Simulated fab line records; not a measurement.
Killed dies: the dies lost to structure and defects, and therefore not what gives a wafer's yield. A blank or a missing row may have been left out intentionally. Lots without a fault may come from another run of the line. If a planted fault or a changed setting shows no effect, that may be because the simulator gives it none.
Check of tool commonality || flow n5_finfet || 26 wafers sampled across 9 lots

== WHAT PROMPTED THE OPENING ==
At N5_BEOL_M0_SAQP_CD_MEAS_14 the reading cd_nm is flagged on 2 of 9 lots. Wafers without a fault read 42.4 nm, standard deviation 0.38.
Rule: flag the lot when none of its wafers has a number, or when each of its wafers that has one lies beyond 4 standard deviations from that mean. All remaining lots are regarded as sound.

{"lot": "L553", "measured": "day 6 10:31", "on": "cd_sem-03", "cd_nm (nm), wafer by wafer": "42.4 42.4 42.2", "flag": ""}
{"lot": "L554", "measured": "day 6 10:40", "on": "cd_sem-01", "cd_nm (nm), wafer by wafer": "42.6 42.7 42.0", "flag": ""}
{"lot": "L562", "measured": "day 7 20:21", "on": "cd_sem-02", "cd_nm (nm), wafer by wafer": "38.5 38.5 39.0", "flag": "FLAGGED"}
{"lot": "L563", "measured": "day 8 08:05", "on": "cd_sem-03", "cd_nm (nm), wafer by wafer": "39.7 39.9 39.4", "flag": "FLAGGED"}
{"lot": "L568", "measured": "day 9 04:32", "on": "cd_sem-01", "cd_nm (nm), wafer by wafer": "41.9 42.6 42.7", "flag": ""}
{"lot": "L571", "measured": "day 10 04:02", "on": "cd_sem-02", "cd_nm (nm), wafer by wafer": "42.0 42.0 41.8", "flag": ""}
{"lot": "L572", "measured": "day 10 07:33", "on": "cd_sem-02", "cd_nm (nm), wafer by wafer": "43.0 43.1", "flag": ""}
{"lot": "L573", "measured": "day 10 17:56", "on": "cd_sem-03", "cd_nm (nm), wafer by wafer": "41.8 41.4 41.9", "flag": ""}
{"lot": "L574", "measured": "day 10 22:30", "on": "cd_sem-02", "cd_nm (nm), wafer by wafer": "41.8 42.2 41.9", "flag": ""}
On average the flagged lots' numbers are 39.2 nm, which is -3.2 nm against the usual, or -9 standard deviations.

== WHICH TOOL RAN EACH LOT ==
Before the reading, the record contains 2 process steps out of a 1938-step route. In each cell: the tool, then ch and the chambers that the sampled wafers went through, then the start.
{"lot": "L553", "flag": "", "N5_BEOL_M0_SAQP_ILD_DEP_01": "pecvd-03 ch 0,1,2, day 6 07:26", "N5_BEOL_M0_SAQP_PEB_12": "litho_track-02 ch 0, day 6 10:26"}
{"lot": "L554", "flag": "", "N5_BEOL_M0_SAQP_ILD_DEP_01": "pecvd-04 ch 0,2, day 6 07:43", "N5_BEOL_M0_SAQP_PEB_12": "litho_track-01 ch 0, day 6 10:36"}
{"lot": "L562", "flag": "FLAGGED", "N5_BEOL_M0_SAQP_ILD_DEP_01": "pecvd-03 ch 0,1,2, day 7 16:52", "N5_BEOL_M0_SAQP_PEB_12": "litho_track-01 ch 0, day 7 20:17"}
{"lot": "L563", "flag": "FLAGGED", "N5_BEOL_M0_SAQP_ILD_DEP_01": "pecvd-04 ch 0,1,2, day 8 06:49", "N5_BEOL_M0_SAQP_PEB_12": "litho_track-01 ch 0, day 8 08:02"}
{"lot": "L568", "flag": "", "N5_BEOL_M0_SAQP_ILD_DEP_01": "pecvd-04 ch 0,1,2, day 9 03:01", "N5_BEOL_M0_SAQP_PEB_12": "litho_track-05 ch 0, day 9 04:28"}
{"lot": "L571", "flag": "", "N5_BEOL_M0_SAQP_ILD_DEP_01": "pecvd-03 ch 1,2, day 9 23:55", "N5_BEOL_M0_SAQP_PEB_12": "litho_track-02 ch 0, day 10 03:58"}
{"lot": "L572", "flag": "", "N5_BEOL_M0_SAQP_ILD_DEP_01": "pecvd-01 ch 0, day 10 04:19", "N5_BEOL_M0_SAQP_PEB_12": "litho_track-05 ch 0, day 10 07:29"}
{"lot": "L573", "flag": "", "N5_BEOL_M0_SAQP_ILD_DEP_01": "pecvd-03 ch 0,2, day 10 16:58", "N5_BEOL_M0_SAQP_PEB_12": "litho_track-02 ch 0, day 10 17:52"}
{"lot": "L574", "flag": "", "N5_BEOL_M0_SAQP_ILD_DEP_01": "pecvd-01 ch 1,2, day 10 20:55", "N5_BEOL_M0_SAQP_PEB_12": "litho_track-02 ch 0, day 10 22:26"}
What these steps do:
- N5_BEOL_M0_SAQP_ILD_DEP_01: deposits SiOC from DEMS/O2, target thk 45.419 nm, time 8.7 s.
- N5_BEOL_M0_SAQP_PEB_12: peb time 60 s.
- N5_BEOL_M0_SAQP_CD_MEAS_14: target cd 42.5 nm.

== FLAGGED OVER TOTAL, TOOL BY TOOL (the gauges that took the reading come last) ==
{"step": "N5_BEOL_M0_SAQP_ILD_DEP_01", "tool": "pecvd-01", "lots run": 2, "flagged": 0, "share of the flagged lots": "none", "sound lots run after its first flagged lot": "-"}
{"step": "N5_BEOL_M0_SAQP_ILD_DEP_01", "tool": "pecvd-03", "lots run": 4, "flagged": 1, "share of the flagged lots": "some", "sound lots run after its first flagged lot": "2 (L571,L573)"}
{"step": "N5_BEOL_M0_SAQP_ILD_DEP_01", "tool": "pecvd-04", "lots run": 3, "flagged": 1, "share of the flagged lots": "some", "sound lots run after its first flagged lot": "1 (L568)"}
{"step": "N5_BEOL_M0_SAQP_PEB_12", "tool": "litho_track-01", "lots run": 3, "flagged": 2, "share of the flagged lots": "all", "sound lots run after its first flagged lot": 0}
{"step": "N5_BEOL_M0_SAQP_PEB_12", "tool": "litho_track-02", "lots run": 4, "flagged": 0, "share of the flagged lots": "none", "sound lots run after its first flagged lot": "-"}
{"step": "N5_BEOL_M0_SAQP_PEB_12", "tool": "litho_track-05", "lots run": 2, "flagged": 0, "share of the flagged lots": "none", "sound lots run after its first flagged lot": "-"}
{"step": "N5_BEOL_M0_SAQP_CD_MEAS_14", "tool": "cd_sem-01", "lots run": 2, "flagged": 0, "share of the flagged lots": "none", "sound lots run after its first flagged lot": "-"}
{"step": "N5_BEOL_M0_SAQP_CD_MEAS_14", "tool": "cd_sem-02", "lots run": 4, "flagged": 1, "share of the flagged lots": "some", "sound lots run after its first flagged lot": "3 (L571,L572,L574)"}
{"step": "N5_BEOL_M0_SAQP_CD_MEAS_14", "tool": "cd_sem-03", "lots run": 3, "flagged": 1, "share of the flagged lots": "some", "sound lots run after its first flagged lot": "1 (L573)"}

== WHAT IS ALLOWED BY THE TABLE ==
In the table, 1 row covers all flagged lots: litho_track-01 at N5_BEOL_M0_SAQP_PEB_12.
- litho_track-01 at N5_BEOL_M0_SAQP_PEB_12 ran 3 lots, 2 of them flagged. Its last sound lot is L554 (day 6 10:36), its first flagged lot L562 (day 7 20:17): a fault that began between those two fits.
Just one tool remains: litho_track-01 at N5_BEOL_M0_SAQP_PEB_12.

== WHAT WAS PUT IN BY THE SIMULATOR ==
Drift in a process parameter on litho_track-01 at N5_BEOL_M0_SAQP_PEB_12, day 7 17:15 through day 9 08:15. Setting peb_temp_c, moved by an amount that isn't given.
Shown lots that were struck: L562, L563. This agrees with what the rule above found.
